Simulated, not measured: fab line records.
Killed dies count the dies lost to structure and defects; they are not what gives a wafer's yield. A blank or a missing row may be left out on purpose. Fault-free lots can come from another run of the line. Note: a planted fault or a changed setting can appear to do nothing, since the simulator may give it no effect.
Matching of chambers -- flow nandHarc -- aldMetal-03 running NHARC_P_CONTACT_ALD_22: 4 sister chambers
The step deposits TiN, target thk 3 nm, pulse time 1 s, ald cycles 150. 4 wafers are shown with their chamber, then 7 later ones without.

== EACH WAFER AND ITS CHAMBER ==
wafer,chamber,heaterPowerW (W)
L081.3,1,1288
L086.6,2,1033
L091.3,0,953
L091.5,3,1297

== WAFERS WHOSE CHAMBER IS MISSING ==
wafer,heaterPowerW (W)
L091.6,1038
L095.1,1325
L095.4,1041
L095.5,1284
L097.1,1302
L097.3,1325
L097.6,1009

== WHICH CHAMBER EACH ONE RAN IN ==
wafer,from the rows above,in truth
L091.6,2,2
L095.1,can't be placed: 3 or 1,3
L095.4,2,2
L095.5,can't be placed: 1 or 3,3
L097.1,can't be placed: 3 or 1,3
L097.3,can't be placed: 3 or 1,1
L097.6,can't be placed: 2 or 0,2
Placed correctly: 2 of 7. From these rows, 5 cannot be placed; in 5 the true chamber is one of the candidates. Number placed wrongly: 0.
How it was worked out, from the rows above alone: a wafer's distance from a chamber is the root of the sum, over the readings, of the square of ((its reading less the chamber's mean) divided by the reading's scatter). The wafer belongs to the nearest chamber; if the next one is less than 2 further off, it can't be placed. For every chamber, the mean is computed from those of its wafers that are shown. The scatter: root of mean squared gap, hidden wafer to nearest shown wafer, with one shown wafer a chamber.
